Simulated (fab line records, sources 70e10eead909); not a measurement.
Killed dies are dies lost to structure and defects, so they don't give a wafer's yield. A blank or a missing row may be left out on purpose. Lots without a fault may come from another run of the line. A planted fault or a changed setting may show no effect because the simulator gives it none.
Which tool did it? | flow nand_harc | 12 lots, 36 wafers sampled, at 5 steps of a route of 1302

WHAT THE GAUGES READ, wafer by wafer
NHARC_A_CHANNEL_FILL_D1_INSPECT_13. Usual: raw_defect_count 310, standard deviation 94.
lot  | measured     | on                | raw_defect_count | flag
L450 | day 11 14:58 | defect_inspect-02 | 292 315 323      |
L451 | day 11 14:58 | defect_inspect-01 | 273 337 290      |
L452 | day 11 22:26 | defect_inspect-02 | 248 234 275      |
L453 | day 12 10:10 | defect_inspect-01 | 361 523 281      |
L454 | day 12 16:20 | defect_inspect-02 | 336 411 450      |
L458 | day 13 18:38 | defect_inspect-01 | 253 224 229      |
L459 | day 15 00:12 | defect_inspect-01 | 527 432 465      |
L467 | day 18 06:41 | defect_inspect-02 | 272 323 308      |
L466 | day 18 06:41 | defect_inspect-01 | 497 339 211      |
L468 | day 18 13:40 | defect_inspect-01 | 241 465 455      |
L470 | day 19 22:35 | defect_inspect-02 | 279 356 212      |
L473 | day 20 11:38 | defect_inspect-02 | 253 244 169      |

NHARC_END_SORT_01. Usual: killed_at_array 61, standard deviation 24; killed_at_other 1.2, standard deviation 1.3; killed_at_periphery 3.7, standard deviation 2.6; killed_dies 66, standard deviation 23; killed_open 3.3, standard deviation 1.8; killed_short 2.4, standard deviation 1.6.
lot  | measured     | on        | killed_at_array | killed_at_other | killed_at_periphery | killed_dies | killed_open | killed_short | flag
L458 | day 26 22:04 | prober-01 | 669 669 671     | 0 1 0           | 8 7 6               | 677 677 677 | 2 3 3       | 6 5 6        | OFF
L459 | day 28 09:17 | prober-01 | 674 671 672     | 0 3 1           | 3 3 4               | 677 677 677 | 2 2 5       | 3 1 1        | OFF
L466 | day 32 06:49 | prober-02 | 70 75           | 0 0             | 3 6                 | 73 81       | 3 0         | 0 5          |

WHICH TOOL RAN EACH LOT (tool, then ch and the chambers of the sampled wafers, then the start)
lot  | NHARC_A_CHANNEL_FILL_D1_STRIP_28   | NHARC_A_ONON_D2_DEP_22           | NHARC_A_ONON_D2_DEP_33
L450 | rie_diel-09 ch 0,2, day 10 15:19   | pecvd_onon-01 ch 0, day 13 11:06 | pecvd-03 ch 0,1,2, day 13 13:03
L451 | rie_diel-07 ch 0,1,2, day 10 15:19 | pecvd_onon-04 ch 0, day 13 11:09 | pecvd-01 ch 0,1, day 13 13:00
L452 | rie_diel-09 ch 0,1, day 10 22:48   | pecvd_onon-02 ch 0, day 13 16:41 | pecvd-03 ch 1,2, day 13 18:25
L453 | rie_diel-05 ch 0,3, day 11 10:50   | pecvd_onon-04 ch 0, day 14 17:04 | pecvd-02 ch 0,1, day 14 18:44
L454 | rie_diel-05 ch 2,3, day 11 16:45   | pecvd_onon-01 ch 0, day 14 17:12 | pecvd-03 ch 0,1,2, day 14 18:47
L458 | rie_diel-09 ch 0,3, day 12 19:10   | pecvd_onon-01, day 15 14:18      | pecvd-02 ch 0,1,2, day 15 16:01
L459 | rie_diel-05 ch 2,3, day 13 23:11   | pecvd_onon-04, day 17 00:14      | pecvd-03 ch 1,2, day 17 01:58
L467 | rie_diel-05 ch 1,2,3, day 17 07:02 | pecvd_onon-04 ch 0, day 20 10:11 | pecvd-01 ch 0,1,2, day 20 11:58
L466 | rie_diel-07 ch 0,2,3, day 17 07:04 | pecvd_onon-01 ch 0, day 20 10:15 | pecvd-03 ch 0,2, day 20 11:56
L468 | rie_diel-05 ch 2,3, day 17 13:46   | pecvd_onon-02 ch 0, day 20 10:30 | pecvd-03 ch 0,1,2, day 20 12:17
L470 | rie_diel-09 ch 2,3, day 18 22:50   | pecvd_onon-01 ch 0, day 21 16:29 | pecvd-03 ch 1,2, day 21 18:11
L473 | rie_diel-07 ch 2,3, day 19 11:37   | pecvd_onon-04 ch 0, day 22 12:52 | pecvd-01 ch 0,1,2, day 22 14:35
- NHARC_A_CHANNEL_FILL_D1_STRIP_28: strips in O2, time 20 s.
- NHARC_A_ONON_D2_DEP_22: target thk 1000 nm.
- NHARC_A_ONON_D2_DEP_33: deposits SiO2, target thk 200 nm.

WHAT THE TOOLS THEMSELVES READ (means of the sampled wafers that have a number; where no wafer has one, the mark that the record gives instead)
NHARC_A_CHANNEL_FILL_D1_STRIP_28. Usual: drypump_motor_current_A 5.8 A, standard deviation 0.46; mfc_ar_sccm 0.010 sccm, standard deviation 0.012; oes_product_au 0.994 a.u., standard deviation 0.013; rf_vpp_V 57.7 V, standard deviation 1; showerhead_plenum_p_Torr 3.49 Torr, standard deviation 0.15; throttle_valve_pct 17.036 %, standard deviation 0.0093.
lot  | tool        | drypump_motor_current_A (A) | mfc_ar_sccm (sccm) | oes_product_au (a.u.) | rf_vpp_V (V) | showerhead_plenum_p_Torr (Torr) | throttle_valve_pct (%) | flag
L450 | rie_diel-09 | 5.9                         | 0.017              | 0.991                 | 57.3         | 3.45                            | 17.033                 |
L451 | rie_diel-07 | 5.6                         | 0.009              | 0.990                 | 58.5         | 3.48                            | 17.040                 |
L452 | rie_diel-09 | 5.6                         | 0.001              | 1.004                 | 57.3         | 3.35                            | 17.032                 |
L453 | rie_diel-05 | 5.8                         | 0.005              | 0.988                 | 57.7         | 3.61                            | 17.032                 |
L454 | rie_diel-05 | 6.1                         | 0.000              | 0.996                 | 57.5         | 3.51                            | 17.030                 |
L458 | rie_diel-09 | 6.1                         | 0.025              | 0.995                 | 57.9         | 3.63                            | 17.030                 |
L459 | rie_diel-05 | 6.1                         | 0.000              | 0.995                 | 57.2         | 3.41                            | 17.039                 |
L467 | rie_diel-05 | 6.1                         | 0.002              | 1.006                 | 57.6         | 3.51                            | 17.032                 |
L466 | rie_diel-07 | 5.6                         | 0.009              | 0.996                 | 58.0         | 3.48                            | 17.038                 |
L468 | rie_diel-05 | 6.1                         | 0.000              | 1.000                 | 58.7         | 3.50                            | 17.039                 |
L470 | rie_diel-09 | 5.8                         | 0.030              | 0.970                 | 58.2         | 3.53                            | 17.051                 |
L473 | rie_diel-07 | 5.5                         | 0.013              | 0.994                 | 58.1         | 3.61                            | 17.044                 |

NHARC_A_ONON_D2_DEP_22. Usual: n2_flow_sccm 2749 sccm, standard deviation 7.6; n2o_flow_sccm 2001 sccm, standard deviation 5.5.
lot  | tool          | n2_flow_sccm (sccm) | n2o_flow_sccm (sccm) | flag
L450 | pecvd_onon-01 | 2753                | 2000                 |
L451 | pecvd_onon-04 | 2746                | 1994                 |
L452 | pecvd_onon-02 | 2746                | 1994                 |
L453 | pecvd_onon-04 | 2749                | 2007                 |
L454 | pecvd_onon-01 | 2753                | 1999                 |
L458 | pecvd_onon-01 | -                   | -                    | OFF
L459 | pecvd_onon-04 | -                   | -                    | OFF
L467 | pecvd_onon-04 | 2740                | 1998                 |
L466 | pecvd_onon-01 | 2742                | 2002                 |
L468 | pecvd_onon-02 | 2753                | 1996                 |
L470 | pecvd_onon-01 | 2747                | 1996                 |
L473 | pecvd_onon-04 | 2746                | 2000                 |

NHARC_A_ONON_D2_DEP_33. Usual: chamber_pressure_Torr 6.501 Torr, standard deviation 0.015; flow_sccm 2650 sccm, standard deviation 7.9; heater_power_w 546 W, standard deviation 99; mfc_precursor_sccm 161.4 sccm, standard deviation 0.44; throttle_valve_pct 15.9 %, standard deviation 0.4.
lot  | tool     | chamber_pressure_Torr (Torr) | flow_sccm (sccm) | heater_power_w (W) | mfc_precursor_sccm (sccm) | throttle_valve_pct (%) | flag
L450 | pecvd-03 | 6.511                        | 2648             | 515                | 161.2                     | 16.2                   |
L451 | pecvd-01 | 6.506                        | 2648             | 587                | 161.2                     | 16.3                   |
L452 | pecvd-03 | 6.495                        | 2652             | 549                | 161.3                     | 16.7                   |
L453 | pecvd-02 | 6.514                        | 2647             | 589                | 161.5                     | 16.2                   |
L454 | pecvd-03 | 6.492                        | 2656             | 506                | 161.5                     | 16.3                   |
L458 | pecvd-02 | 6.492                        | 2650             | 533                | 161.5                     | 16.2                   |
L459 | pecvd-03 | 6.503                        | 2650             | 559                | 162.0                     | 15.7                   |
L467 | pecvd-01 | 6.478                        | 2649             | 610                | 161.9                     | 15.9                   |
L466 | pecvd-03 | 6.499                        | 2659             | 483                | 161.3                     | 15.7                   |
L468 | pecvd-03 | 6.501                        | 2646             | 519                | 161.8                     | 15.9                   |
L470 | pecvd-03 | 6.502                        | 2655             | 553                | 161.8                     | 15.8                   |
L473 | pecvd-01 | 6.497                        | 2657             | 556                | 161.3                     | 15.8                   |

THE ANSWER, worked out from the rows above alone
Rule: a lot is off if the mean of its wafers that have a number lies more than 3 standard deviations from the usual mean. A lot without any number at a reading at which 4 lots or more have one is off too. The other lots that the step has rows for count as sound. The gauges are gone through in route order, then the tools' own readings, and for those a lot's mean is taken as printed above. The first step at which some lot is off is used, and at that step the reading that is off furthest; a lot without a number counts as furthest.
Off: L458, L459, at NHARC_END_SORT_01 (killed_dies). Neither off nor sound, because the step has no rows for them: L450, L451, L452, L453, L454, L467, L468, L470, L473.
A tool fits if, at a process step before that reading, it ran every lot that is off, and no sound lot after the first of them. The gauges at NHARC_END_SORT_01 aren't tried: what is off there is off at NHARC_A_ONON_D2_DEP_22 too, on other tools, and a gauge's error can't cause that. None of those tried fits.

WHAT THE SIMULATOR HAD PUT IN
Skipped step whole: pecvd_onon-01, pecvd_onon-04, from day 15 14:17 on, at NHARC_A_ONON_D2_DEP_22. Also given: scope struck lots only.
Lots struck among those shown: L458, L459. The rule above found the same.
